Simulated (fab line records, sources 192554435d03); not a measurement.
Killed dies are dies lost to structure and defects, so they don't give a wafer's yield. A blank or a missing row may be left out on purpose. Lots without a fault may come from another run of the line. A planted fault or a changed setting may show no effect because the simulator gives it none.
fab line records | flow n5_finfet
record lots=7 wafers=39
route steps=1938 shown SD_EPI_N@269 MOL_CONTACT_COAG@559 BEOL_M7@1323 BEOL_M9@1417 BEOL_M12@1616 BEOL_M13@1706
start_h: hours from the record's first day to the start of the lot's first wafer shown | wait_h: hours since the lot's step before | " the same as in the row above | L1.1+2: a row that stands for several wafers | - no value, or no start given | * or withheld: withheld | < > ~ a bound
route shown NAME@n: a module of which the file shows steps, and the number in the route of the first | usual: mean/standard deviation of fault-free wafers | same: alike in all rows | chamber/n: place in a boat | sites: the reading at each site | _std_site: their standard deviation | _edge_site: outer sites' mean less inner sites' | radius_mm: how far each site lies from the wafer's centre | mask NAME#n: copy n | behind: the tool/chamber that last shaped the wafer | hold: why the lot was held/for how many hours/how that ended | device: the transistor (n, p or np) that didn't switch | end of line: the same wafers' tests at the end of the route | a step without rows: its recipe alone | killed: dies lost to structure and defects at the first sort, not the wafer's yield | map: a wafer's dies, x killed, . not, _ none there
set.NAME: the setting as run; set.NAME@STEP: as run at that earlier step | model.NAME: the simulator's own value behind a step, which no gauge read
lots whose settings were changed on purpose; a table a step, a row a wafer
## steps
# step N5_SD_EPI_N_DEVELOP_08
# recipe develop_time_s=30 developer=TMAH resist=CAR-ArF-block dev_temp_c=23 rinse_liquid=diw dry=air_spin
# columns lot.wafer tool chamber start_h wait_h set.develop_time_s
L074.1+2+3+4+5+6 litho_track-03 0 - - 30
L077.1+2+3+4+5+6 litho_track-03 0 - - 30
L083.1+2+3+4+5+6 litho_track-05 0 - - 30
L091.1+2+3+4+5+6 litho_track-03 0 - - 30
L093.3+4+5 litho_track-02 0 - - 30
L094.1+3+4 litho_track-05 0 - - 30
L094.2+5+6 " 0 " " 15.48
L096.1+5+6 litho_track-05 0 - - 45.59
L096.2+3+4 " 0 " " 30
# step N5_SD_EPI_N_DESCUM_14
# recipe chemistry=O2 time_s=7.9 source_power_w=50 bias_power_w=20 pressure_mtorr=20 rf_frequency_hz=2.712e+07 temp_c=40 resist=CAR-ArF-block o2_flow_sccm=225
# columns lot.wafer tool chamber start_h wait_h set.develop_time_s@SD_EPI_N_DEVELOP_08 model.SD_EPI_N.cd_nm
L074.1+3 rie_diel-04 1,2 52.09 1.1 30 120.8
L074.2 " 3 " " 30 119.2
L074.4 " 2 " " 30 120.2
L074.5 " 1 " " 30 121.2
L074.6 " 3 " " 30 120.6
L077.1 rie_diel-04 2 68.55 0.4 30 122.2
L077.2 " 1 " " 30 121
L077.3 " 0 " " 30 120.6
L077.4 " 3 " " 30 120.8
L077.5 " 0 " " 30 121.2
L077.6 " 3 " " 30 120.2
L083.1 rie_diel-01 1 104.76 0.0 30 120.4
L083.2+3 " 3,0 " " 30 120.6
L083.4 " 2 " " 30 121.2
L083.5+6 " 1,0 " " 30 120.2
L091.1+3 rie_diel-01 0,2 150.85 0.0 30 120
L091.2 " 1 " " 30 120.6
L091.4 " 3 " " 30 121
L091.5 " 3 " " 30 119.2
L091.6 " 2 " " 30 121.4
L093.3 rie_diel-01 0 162.27 0.0 30 121.2
L093.4 " 2 " " 30 120.2
L093.5 " 3 " " 30 119.8
L094.1 rie_diel-01 2 168.26 0.0 30 120.8
L094.2 " 0 " " 15.48 116
L094.3 " 3 " " 30 120.2
L094.4 " 1 " " 30 121.8
L094.5 " 1 " " 15.48 117
L094.6 " 0 " " 15.48 116.8
L096.1 rie_diel-04 1 182.85 0.4 45.59 123.8
L096.2 " 0 " " 30 121
L096.3 " 3 " " 30 121.6
L096.4 " 2 " " 30 120.4
L096.5 " 0 " " 45.59 123.4
L096.6 " 3 " " 45.59 124.8
# step N5_MOL_CONTACT_COAG_ALD_27
# recipe material=SiOC target_thk_a=170 temp_c=400 ald_precursor_family=carbosiloxane ald_co_reactant=H2-plasma pulse_time_s=1.5 time_s=2720 purge_time_s=2 co_reactant_purge_time_s=2 ald_cycles=340 pressure_torr=2
# columns lot.wafer tool chamber start_h wait_h set.ald_cycles model.SiOC_of_MOL_CONTACT_COAG_ALD_27.thk_nm
L074.1+2+3+4+5+6 ald_sin-02 2,0,1,3,0,1 98.08 0.0 340 17
L077.1+3 ald_sin-04 0,2 114.41 0.0 286 14.2
L077.2 " 1 " " 340 17
L077.4 " 1 " " 340 17.2
L077.5 " 2 " " 286 14.4
L077.6 " 0 " " 340 16.8
L083.1 ald_sin-04 0 149.11 0.0 340 16.8
L083.2+5 " 2,0 " " 245 12.2
L083.3 " 1 " " 340 17.2
L083.4 " 3 " " 340 17
L083.6 " 1 " " 245 12.4
L091.1+6 ald_sin-04 0,2 195.52 0.0 340 16.8
L091.2 " 1 " " 211 10.8
L091.3 " 3 " " 340 17
L091.4+5 " 2,3 " " 211 10.6
L093.3+5 ald_sin-04 3 208.02 0.0 340 17
L093.4 " 0 " " 340 16.8
L094.1+2 ald_sin-02 3,0 211.40 0.0 194 9.8
L094.3 " 2 " " 340 17
L094.4 " 1 " " 340 16.8
L094.5 " 3 " " 194 10
L094.6 " 0 " " 340 17.2
L096.1+2+4+5 ald_sin-02 1,0,2,2 227.88 0.0 340 17
L096.3+6 " 3 " " 340 17.2
# step N5_MOL_CONTACT_COAG_CMP_28
# recipe stop_on=SiNx t_overpolish_s=0.85 post_cmp_clean=alkaline_brush down_force_psi=4.15 platen_rpm=51.8 pad_velocity_m_s=1.0307 target_thk_nm=14.522
# columns lot.wafer tool chamber start_h wait_h set.ald_cycles@MOL_CONTACT_COAG_ALD_27 model.SiOC_of_MOL_CONTACT_COAG_ALD_27.thk_nm
L074.4+6 cmp-01 3 99.64 0.8 340 12.8
L074.2 " 0 " " 340 13.4
L074.3 " 1 " " 340 13.6
L074.1 " 2 " " 340 13.2
L074.5 " 0 " " 340 12
L077.1+3 cmp-03 2,3 116.16 1.0 286 14.2
L077.4 " 0 " " 340 14.8
L077.2 " 1 " " 340 15
L077.5 " 2 " " 286 14.4
L077.6 " 3 " " 340 16.6
L083.1 cmp-03 2 150.68 0.8 340 14.8
L083.2+5 " 3 " " 245 12.2
L083.3 " 0 " " 340 15.8
L083.4 " 1 " " 340 14.6
L083.6 " 2 " " 245 12.4
L091.1 cmp-04 2 197.09 0.8 340 13.8
L091.3 " 3 " " 340 13.4
L091.4+5 " 0,2 " " 211 10.6
L091.2 " 1 " " 211 10.8
L091.6 " 3 " " 340 13.6
L093.4 cmp-03 1 209.66 0.9 340 13.6
L093.3+5 " 2,0 " " 340 14.8
L094.1+2 cmp-03 3,1 212.97 0.8 194 9.8
L094.4 " 0 " " 340 14
L094.3 " 2 " " 340 12.6
L094.5 " 3 " " 194 10
L094.6 " 0 " " 340 14.4
L096.1 cmp-01 0 229.45 0.8 340 15
L096.4+6 " 1 " " 340 14.8
L096.3 " 2 " " 340 14
L096.2 " 3 " " 340 13.6
L096.5 " 0 " " 340 15.4
# step N5_BEOL_M7_SPUTTER_48
# recipe material=Cu target_thk_a=100 temp_c=-20 bias_v=60 power_w=26000 chamber_pressure_pa=0.13 time_s=1.667
# columns lot.wafer tool chamber start_h wait_h set.target_thk_a
L074.1+2+3+4+5+6 pvd_sputter-02 - 192.01 0.1 100
L077.1+2+5 pvd_sputter-02 - 225.41 0.4 100
L077.3+4+6 " - " " 65.86
L083.1+2+3+4+5+6 pvd_sputter-01 - 246.76 0.1 100
L091.1+3+5 pvd_sputter-01 - 299.13 0.2 100
L091.2+4+6 " - " " 42.47
L093.3+4+5 pvd_sputter-03 - 312.86 0.1 100
L094.1+2+4 pvd_sputter-02 - 320.53 0.2 100
L094.3+5+6 " - " " 47.1
L096.1+2+3+4+5+6 pvd_sputter-01 - 337.37 1.1 100
# step N5_BEOL_M7_ECD_50
# recipe material=Cu target_thk_a=3000
# step N5_BEOL_M7_ANNEAL_51
# recipe temp_c=225 time_s=90 ambient=N2
# step N5_BEOL_M7_DEP_56
# recipe material=SiCN target_thk_a=100 temp_c=withheld precursor=3MS/NH3 pressure_torr=3 rf_w=202 time_s=17.5
# step N5_BEOL_M7_INSPECT_58
# recipe inspect_instrument=darkfield mode=post_dep
# usual raw_defect_count=73/22
# columns lot.wafer tool chamber start_h wait_h set.target_thk_a@BEOL_M7_SPUTTER_48 raw_defect_count
L074.1 defect_inspect-02 - 193.38 0.0 100 118
L074.2 " - " " 100 115
L074.3 " - " " 100 103
L074.4 " - " " 100 138
L074.5 " - " " 100 85
L074.6 " - " " 100 58
L077.1 defect_inspect-01 - 226.83 0.0 100 82
L077.2 " - " " 100 84
L077.3 " - " " 65.86 102
L077.4 " - " " 65.86 75
L077.5 " - " " 100 42
L077.6 " - " " 65.86 82
L083.1 defect_inspect-02 - 247.73 0.0 100 59
L083.2 " - " " 100 49
L083.3 " - " " 100 56
L083.4 " - " " 100 48
L083.5 " - " " 100 48
L083.6 " - " " 100 55
L091.1 defect_inspect-02 - 300.09 0.0 100 84
L091.2 " - " " 42.47 253
L091.3 " - " " 100 90
L091.4 " - " " 42.47 280
L091.5 " - " " 100 68
L091.6 " - " " 42.47 274
L093.3 defect_inspect-02 - 313.83 0.0 100 72
L093.4 " - " " 100 42
L093.5 " - " " 100 53
L094.1 defect_inspect-02 - 321.94 0.0 100 79
L094.2 " - " " 100 66
L094.3 " - " " 47.1 271
L094.4 " - " " 100 65
L094.5 " - " " 47.1 208
L094.6 " - " " 47.1 193
L096.1 defect_inspect-01 - 338.33 0.0 100 32
L096.2 " - " " 100 60
L096.3 " - " " 100 36
L096.4 " - " " 100 52
L096.5 " - " " 100 43
L096.6 " - " " 100 51
# step N5_BEOL_M9_DESCUM_16
# recipe chemistry=O2 time_s=7.9 source_power_w=50 bias_power_w=20 pressure_mtorr=20 rf_frequency_hz=2.712e+07 temp_c=40 resist=CAR-ArF o2_flow_sccm=225
# columns lot.wafer tool chamber start_h wait_h set.time_s model.CAR-ArF_of_BEOL_M9_COAT_05.thk_nm
L074.1 rie_diel-03 0 203.81 0.0 11.91 81
L074.2 " 1 " " 7.9 83.8
L074.3+6 " 3,1 " " 7.9 83.4
L074.4+5 " 0,3 " " 11.91 80.8
L077.1 rie_diel-05 2 239.70 0.0 5.129 84.8
L077.2 " 0 " " 5.129 85
L077.3 " 3 " " 7.9 83.2
L077.4 " 1 " " 5.129 84.6
L077.5+6 " 1,2 " " 7.9 83
L083.1+2+4 rie_diel-03 0,1,3 258.78 0.0 7.9 83.2
L083.3+6 " 2,1 " " 11.04 81.2
L083.5 " 2 " " 11.04 81.4
L091.1+4+5 rie_diel-02 3,1,2 309.38 0.0 10.68 82
L091.2 " 2 " " 7.9 84
L091.3 " 0 " " 7.9 83.6
L091.6 " 1 " " 7.9 83.8
L093.3 rie_diel-03 0 331.19 0.0 7.9 83.8
L093.4 " 2 " " 7.9 83.6
L093.5 " 1 " " 7.9 84
L094.1+3+4+6 rie_diel-05 3,2,1,1 331.59 0.0 7.9 83.4
L094.2 " 0 " " 7.9 83.6
L094.5 " 2 " " 7.9 83.2
L096.1+2 rie_diel-05 1,0 347.66 0.2 7.9 83.6
L096.3+6 " 2,3 " " 9.663 82.4
L096.4 " 3 " " 9.663 82.8
L096.5 " 2 " " 7.9 83.2
# step N5_BEOL_M9_ETCH_61
# recipe chemistry=CF4 target=SiARC target_depth_a=390 mask_material=CAR-ArF time_s=65 ion_energy_ev=80 pressure_mtorr=40 source_w=545 bias_w=36 Ar_flow_sccm=100 cf4_flow_sccm=100 ends=cleared
# columns lot.wafer tool chamber start_h wait_h set.time_s@BEOL_M9_DESCUM_16 model.CAR-ArF_of_BEOL_M9_COAT_05.thk_nm
L074.1 rie_diel-03 0 203.85 0.0 11.91 53
L074.2 " 1 " " 7.9 55.6
L074.3+6 " 3,1 " " 7.9 55.2
L074.4+5 " 0,3 " " 11.91 52.8
L077.1+4 rie_diel-05 2,1 239.73 0.0 5.129 56.6
L077.2 " 0 " " 5.129 57
L077.3 " 3 " " 7.9 55.4
L077.5+6 " 1,2 " " 7.9 55
L083.1+2+4 rie_diel-03 0,1,3 258.81 0.0 7.9 55.4
L083.3+6 " 2,1 " " 11.04 53.4
L083.5 " 2 " " 11.04 53.6
L091.1+4+5 rie_diel-02 3,1,2 309.42 0.0 10.68 54
L091.2 " 2 " " 7.9 56
L091.3 " 0 " " 7.9 55.6
L091.6 " 1 " " 7.9 55.8
L093.3 rie_diel-03 0 331.23 0.0 7.9 55.8
L093.4 " 2 " " 7.9 55.6
L093.5 " 1 " " 7.9 56
L094.1+3+4+5 rie_diel-05 3,2,1,2 331.63 0.0 7.9 55.4
L094.2 " 0 " " 7.9 55.8
L094.6 " 1 " " 7.9 55.6
L096.1 rie_diel-05 1 347.69 0.0 7.9 55.8
L096.2 " 0 " " 7.9 55.6
L096.3 " 2 " " 9.663 54.6
L096.4 " 3 " " 9.663 54.8
L096.5 " 2 " " 7.9 55.4
L096.6 " 3 " " 9.663 54.4
# step N5_BEOL_M12_ETCH_59
# recipe chemistry=N2/H2 target=BARC target_depth_a=890 overetch_a=267 time_s=67.9 ion_energy_ev=200 pressure_mtorr=30 source_w=840 bias_w=150 n2_flow_sccm=200 h2_flow_sccm=200
# columns lot.wafer tool chamber start_h wait_h set.target_depth_a model.coat_of_BEOL_M12_COAT_04.thk_nm
L074.1 rie_diel-06 3 226.30 0.0 890 318.8
L074.2 " 0 " " 890 321.8
L074.3 " 2 " " 623.1 331.4
L074.4 " 2 " " 623.1 329.6
L074.5 " 3 " " 890 318.2
L074.6 " 0 " " 623.1 336.2
L077.1 rie_diel-04 2 263.99 0.0 890 315.6
L077.2 " 1 " " 890 322.6
L077.3 " 3 " " 890 320.6
L077.4 " 0 " " 890 318.4
L077.5 " 0 " " 890 318.2
L077.6 " 1 " " 890 321.8
L083.1 rie_diel-01 1 282.80 0.0 570.1 336.6
L083.2 " 0 " " 570.1 335.6
L083.3 " 3 " " 890 320
L083.4 " 2 " " 890 321.6
L083.5 " 2 " " 570.1 339.4
L083.6 " 3 " " 890 319.8
L091.1 rie_diel-06 3 333.43 0.0 890 317.8
L091.2 " 1 " " 1309 289.6
L091.3 " 0 " " 890 322.2
L091.4 " 2 " " 1309 291.4
L091.5 " 3 " " 1309 295.2
L091.6 " 2 " " 890 314.4
L094.1 rie_diel-04 3 349.51 0.0 890 320.2
L094.2 " 0 " " 744.8 325.8
L094.3 " 1 " " 744.8 328.4
L094.4 " 0 " " 890 318
L094.5 " 3 " " 890 320.8
L094.6 " 1 " " 744.8 326.8
L093.3+4 rie_diel-04 1 353.07 0.0 890 320.6
L093.5 " 0 " " 890 319
L096.1 rie_diel-04 0 369.69 0.0 721.1 325.6
L096.2 " 1 " " 890 319
L096.3 " 3 " " 721.1 329.2
L096.4 " 2 " " 890 311.8
L096.5 " 0 " " 890 316.4
L096.6 " 1 " " 721.1 327.8
# step N5_BEOL_M12_VIA_ETCH_16
# recipe chemistry=C4F8/O2/Ar target=SiOC pressure_mtorr=30 source_w=3000 bias_w=700 Ar_flow_sccm=400 C4F8_flow_sccm=15 O2_flow_sccm=8 he_inner_torr=15 he_outer_torr=30 target_depth_a=7248 time_s=withheld ion_energy_ev=250 ends=cleared
# columns lot.wafer tool chamber start_h wait_h set.target_depth_a@BEOL_M12_ETCH_59 model.coat_of_BEOL_M12_COAT_04.thk_nm
L074.1 rie_diel-06 3 226.35 0.0 890 125.6
L074.2 " 0 " " 890 125.8
L074.3 " 2 " " 623.1 131.6
L074.4 " 2 " " 623.1 129.8
L074.5 " 3 " " 890 121.8
L074.6 " 0 " " 623.1 140.2
L077.1 rie_diel-04 2 264.04 0.0 890 119.6
L077.2 " 1 " " 890 128
L077.3 " 3 " " 890 125.8
L077.4 " 0 " " 890 117.4
L077.5 " 0 " " 890 122.4
L077.6 " 1 " " 890 123.2
L083.1 rie_diel-01 1 282.85 0.0 570.1 144
L083.2 " 0 " " 570.1 137.6
L083.3 " 3 " " 890 125.6
L083.4 " 2 " " 890 124.2
L083.5 " 2 " " 570.1 143.6
L083.6 " 3 " " 890 120.4
L091.1 rie_diel-06 3 333.48 0.0 890 125.2
L091.2 " 1 " " 1309 99.2
L091.3 " 0 " " 890 127.4
L091.4 " 2 " " 1309 94.6
L091.5 " 3 " " 1309 102.4
L091.6 " 2 " " 890 115.8
L094.1 rie_diel-04 3 349.57 0.0 890 126.2
L094.2 " 0 " " 744.8 134
L094.3 " 1 " " 744.8 137
L094.4 " 0 " " 890 121.4
L094.5 " 3 " " 890 122.2
L094.6 " 1 " " 744.8 132.2
L093.3 rie_diel-04 1 353.12 0.0 890 125.8
L093.4 " 1 " " 890 126
L093.5 " 0 " " 890 125.6
L096.1 rie_diel-04 0 369.74 0.0 721.1 129.8
L096.2 " 1 " " 890 123.8
L096.3 " 3 " " 721.1 132.4
L096.4 " 2 " " 890 116.2
L096.5 " 0 " " 890 119
L096.6 " 1 " " 721.1 131.4
# step N5_BEOL_M12_STRIP_63
# recipe chemistry=N2/H2 power_w=1000 temp_c=250 h2_frac=0.65 overash_fraction=0.3 pressure_mtorr=1000 n2_flow_sccm=1750 h2_flow_sccm=3250
# usual strip_time_to_endpoint_s=42.6/1.1
# columns lot.wafer tool chamber start_h wait_h set.target_depth_a@BEOL_M12_ETCH_59 strip_time_to_endpoint_s
L074.1 plasma_asher-01 0 226.55 - 890 43.2
L074.2 " 1 " " 890 43.2
L074.3 " 1 " " 623.1 44.8
L074.4 " 0 " " 623.1 44.3
L074.5 " 0 " " 890 42.2
L074.6 " 1 " " 623.1 47.1
L077.1 plasma_asher-02 0 264.24 - 890 41.6
L077.2 " 1 " " 890 43.8
L077.3 " 0 " " 890 43.2
L077.4 " 1 " " 890 41.0
L077.5 " 1 " " 890 42.3
L077.6 " 0 " " 890 42.5
L083.1 plasma_asher-02 1 283.06 - 570.1 48.1
L083.2 " 0 " " 570.1 46.4
L083.3 " 1 " " 890 43.2
L083.4 " 0 " " 890 42.8
L083.5 " 0 " " 570.1 48.0
L083.6 " 1 " " 890 41.8
L091.1 plasma_asher-02 1 333.68 - 890 43.1
L091.2 " 0 " " 1309 36.0
L091.3 " 0 " " 890 43.7
L091.4 " 1 " " 1309 34.7
L091.5 " 1 " " 1309 36.8
L091.6 " 0 " " 890 40.5
L094.1 plasma_asher-02 0 349.76 - 890 43.3
L094.2 " 1 " " 744.8 45.5
L094.3 " 0 " " 744.8 46.2
L094.4 " 1 " " 890 42.0
L094.5 " 0 " " 890 42.3
L094.6 " 1 " " 744.8 45.0
L093.3 plasma_asher-02 1 353.60 - 890 43.2
L093.4 " 0 " " 890 43.3
L093.5 " 1 " " 890 43.2
L096.1 plasma_asher-01 0 369.94 - 721.1 44.3
L096.2 " 1 " " 890 42.7
L096.3 " 0 " " 721.1 45.0
L096.4 " 1 " " 890 40.6
L096.5 " 1 " " 890 41.4
L096.6 " 0 " " 721.1 44.7
# step N5_BEOL_M13_SPUTTER_44
# recipe material=Ta target_thk_a=100 temp_c=50 bias_v=80 power_w=15000 chamber_pressure_pa=0.07 time_s=16.13
# columns lot.wafer tool chamber start_h wait_h set.target_thk_a model.Ta_of_BEOL_M13_SPUTTER_44.thk_nm
L074.1 pvd_sputter-02 - 235.29 0.0 100 10.2
L074.2+5 " - " " 100 9.8
L074.3+6 " - " " 100 9.6
L074.4 " - " " 100 10
L077.1+6 pvd_sputter-03 - 271.03 0.0 100 9.8
L077.2 " - " " 148.8 14.8
L077.3 " - " " 100 10
L077.4+5 " - " " 148.8 15
L083.1 pvd_sputter-01 - 293.61 0.0 100 9.8
L083.2 " - " " 120.3 12.2
L083.3+5 " - " " 120.3 12
L083.4+6 " - " " 100 10
L091.1+3+4+5 pvd_sputter-02 - 341.28 0.0 100 10
L091.2+6 " - " " 100 9.6
L093.3+4 pvd_sputter-03 - 361.37 0.0 100 10.2
L093.5 " - " " 100 10.6
L094.1 pvd_sputter-02 - 361.65 0.0 100 10
L094.2+5 " - " " 52.5 4.8
L094.3+6 " - " " 100 9.8
L094.4 " - " " 52.5 5.2
L096.1 pvd_sputter-02 - 379.55 0.0 100 10
L096.2 " - " " 100 10.2
L096.3 " - " " 153.8 15.2
L096.4 " - " " 100 9.6
L096.5 " - " " 153.8 15.6
L096.6 " - " " 153.8 15.4
# step N5_BEOL_M13_SPUTTER_45
# recipe material=Cu target_thk_a=800 temp_c=-20 bias_v=60 power_w=26000 chamber_pressure_pa=0.13 time_s=13.33
# step N5_BEOL_M13_ECD_47
# recipe material=Cu target_thk_a=9360
# step N5_BEOL_M13_ANNEAL_48
# recipe temp_c=225 time_s=90 ambient=N2
# step N5_BEOL_M13_CMP_49
# recipe stop_on=SiOC t_overpolish_s=17.1 down_force_psi=1 platen_rpm=50 clearing_platen_down_force_psi=1.5 clearing_platen_rpm=50 post_cmp_clean=cu_alkaline target_thk_nm=420 clearing_platen_pad_velocity_m_s=0.99484 pad_velocity_m_s=0.99484
# usual barrier_field_endpoint_s=30.6/1
# columns lot.wafer tool chamber start_h wait_h set.target_thk_a@BEOL_M13_SPUTTER_44 barrier_field_endpoint_s
L074.2 cmp-03 0 235.95 0.2 100 31.1
L074.1 " 1 " " 100 29.8
L074.4 " 2 " " 100 31.2
L074.3 " 3 " " 100 31.7
L074.5 " 0 " " 100 30.0
L074.6 " 1 " " 100 29.9
L077.2 cmp-03 1 271.69 0.2 148.8 36.5
L077.3 " 2 " " 100 30.9
L077.4 " 3 " " 148.8 37.2
L077.1 " 0 " " 100 31.2
L077.6 " 1 " " 100 30.2
L077.5 " 2 " " 148.8 36.9
L083.4 cmp-02 0 294.26 0.1 100 30.2
L083.2 " 1 " " 120.3 36.2
L083.1 " 2 " " 100 32.8
L083.3 " 3 " " 120.3 34.6
L083.5 " 0 " " 120.3 33.2
L083.6 " 1 " " 100 33.6
L091.4 cmp-04 1 342.38 0.1 100 28.5
L091.2 " 2 " " 100 28.8
L091.3 " 3 " " 100 29.1
L091.1 " 0 " " 100 29.3
L091.6 " 1 " " 100 28.7
L091.5 " 2 " " 100 29.9
L093.4 cmp-03 2 362.10 0.2 100 30.6
L093.3 " 3 " " 100 31.0
L093.5 " 0 " " 100 30.3
L094.1 cmp-03 3 362.32 0.3 100 31.2
L094.4 " 0 " " 52.5 25.4
L094.2 " 1 " " 52.5 24.3
L094.3 " 2 " " 100 31.2
L094.5 " 3 " " 52.5 24.8
L094.6 " 0 " " 100 30.4
L096.3 cmp-02 1 380.21 0.2 153.8 38.7
L096.4 " 2 " " 100 31.8
L096.1 " 3 " " 100 30.4
L096.2 " 0 " " 100 29.8
L096.5 " 1 " " 153.8 39.8
L096.6 " 2 " " 153.8 37.7
## key
split step=N5_SD_EPI_N_DEVELOP_08 setting=develop_time_s stated=30 by=wafer
response step=N5_SD_EPI_N_DESCUM_14 reading=model.SD_EPI_N.cd_nm change=+0.0725 per=1% r=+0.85
split step=N5_MOL_CONTACT_COAG_ALD_27 setting=ald_cycles stated=340 by=wafer
response step=N5_MOL_CONTACT_COAG_ALD_27 reading=model.SiOC_of_MOL_CONTACT_COAG_ALD_27.thk_nm change=+0.166 per=1% r=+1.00
response step=N5_MOL_CONTACT_COAG_CMP_28 reading=model.SiOC_of_MOL_CONTACT_COAG_ALD_27.thk_nm change=+0.0861 per=1% r=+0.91
split step=N5_BEOL_M7_SPUTTER_48 setting=target_thk_a stated=100 by=wafer
response step=N5_BEOL_M7_INSPECT_58 reading=raw_defect_count change=-2.69 per=1% r=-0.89
split step=N5_BEOL_M9_DESCUM_16 setting=time_s stated=7.9 by=wafer
response step=N5_BEOL_M9_DESCUM_16 reading=model.CAR-ArF_of_BEOL_M9_COAT_05.thk_nm change=-0.0501 per=1% r=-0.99
response step=N5_BEOL_M9_ETCH_61 reading=model.CAR-ArF_of_BEOL_M9_COAT_05.thk_nm change=-0.0483 per=1% r=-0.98
split step=N5_BEOL_M12_ETCH_59 setting=target_depth_a stated=890 by=wafer
response step=N5_BEOL_M12_ETCH_59 reading=model.coat_of_BEOL_M12_COAT_04.thk_nm change=-0.508 per=1% r=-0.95
response step=N5_BEOL_M12_VIA_ETCH_16 reading=model.coat_of_BEOL_M12_COAT_04.thk_nm change=-0.492 per=1% r=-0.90
response step=N5_BEOL_M12_STRIP_63 reading=strip_time_to_endpoint_s change=* per=1% r=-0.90
split step=N5_BEOL_M13_SPUTTER_44 setting=target_thk_a stated=100 by=wafer
response step=N5_BEOL_M13_SPUTTER_44 reading=model.Ta_of_BEOL_M13_SPUTTER_44.thk_nm change=+0.103 per=1% r=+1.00
response step=N5_BEOL_M13_CMP_49 reading=barrier_field_endpoint_s change=+0.135 per=1% r=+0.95
